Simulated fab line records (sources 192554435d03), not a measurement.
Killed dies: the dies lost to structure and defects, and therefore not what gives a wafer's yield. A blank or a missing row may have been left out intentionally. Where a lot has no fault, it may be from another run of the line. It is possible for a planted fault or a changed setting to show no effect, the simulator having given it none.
8D (eight disciplines) problem report, filled in by code + flow n5Finfet + the parts of the form that need people (team, actions taken, sign-off) are left out

== 1. THE PROBLEM ==
At N5_BEOL_M1_CVD_47, runLengthS averages 110.6 s over 3 wafers from 2 lots, while fault-free wafers read 246.9 s, standard deviation 0.44. So: -99 or more standard deviations from the usual mean.
The step: deposits Co from CCTBA/H2, target thk 3 nm, time 223.8 s.
Seen first at day 9 00:22 on cvdCo-01, wafer L527.3. The record holds 27 wafers of 10 lots with a number at this step. Rule for "out" (also "out of limits"): further than 4 standard deviations from the usual mean. The other wafers with a number count as sound.

== 2. WHAT THIS IS AND IS NOT ==
| question                    | is                     | is not                                                                          |
|-----------------------------|------------------------|---------------------------------------------------------------------------------|
| which readings at this step | runLengthS             | -                                                                               |
| which lots                  | L527, L529             | L519, L520, L521, L522, L523, L532, L537, L540                                  |
| which wafers of those lots  | L527.3, L529.2, L529.3 | L527.5                                                                          |
| read on which tools         | cvdCo-01               | cvdCo-02                                                                        |
| when                        | from day 9 00:22       | up to then (16 sound wafers); but 8 sound wafers of L532, L537, L540 came after |

== 3. WHAT RULES OUT EACH SUSPECT ==
Counting: a tool at a process step up to the reading stays a suspect if it ran every lot that is out. Sound lots after the first of them don't rule it out here, since some wafers of a struck lot are sound.
- rieDiel-03 at N5_BEOL_M1_ETCH_41 (etches SiCN in CH3F/O2, target depth 31.9 nm, time 57.8 s): kept. Ran every lot that is out, first one L527 (day 9 00:16); last sound lot up to then L522 (day 7 13:01). Because N5_BEOL_M1_ETCH_41 lacks a start for some lots, the hours and order of its lots are taken from N5_BEOL_M1_SURFACE_TREAT_85.
- cvdCo-01 at N5_BEOL_M1_CVD_47 (deposits Co from CCTBA/H2, target thk 3 nm, time 223.8 s): kept. Ran every lot that is out, first one L527 (day 9 00:22); last sound lot up to then L523 (day 8 07:10). Out on those wafers are its own readings of runLengthS.
Remaining after the count are rieDiel-03 at N5_BEOL_M1_ETCH_41 and cvdCo-01 at N5_BEOL_M1_CVD_47.

== 4. THE CAUSE (what the simulator had put in) ==
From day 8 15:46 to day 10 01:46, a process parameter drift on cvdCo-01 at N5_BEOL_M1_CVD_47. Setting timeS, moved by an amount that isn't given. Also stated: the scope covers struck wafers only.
Counting left 2 suspects, and this tool is among them.

== 5. SEQUENCE OF EFFECTS, ordered by route ==
Rows list readings where the struck wafers' mean (over those with a number) sits beyond 3 standard deviations from the usual. Readings are gone through only where the record gives a usual standard deviation; hours: the median, over the lots, of the time from a lot's start at the first step in this table giving one to that lot's start at this step; sigmas: the change measured in usual standard deviations.
| hours | step              | reading    | usual   | on struck wafers | change | sigmas      |
|-------|-------------------|------------|---------|------------------|--------|-------------|
| 0     | N5_BEOL_M1_CVD_47 | runLengthS | 246.9 s | 110.6            | -136.3 | -99 or more |
Process steps it contains:
- N5_BEOL_M1_CVD_47: deposits Co from CCTBA/H2, target thk 3 nm, time 223.8 s.
Later steps that measure or inspect, where all struck wafers having a row at the step show a number for every such reading and not one has moved that far: N5_BEOL_M4_RC_MEAS_101.

== 6. WHAT WOULD HAVE CAUGHT IT SOONER ==
In this record no reading fell out of limits until day 9 00:22, 9 hours after the fault had begun at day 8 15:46.
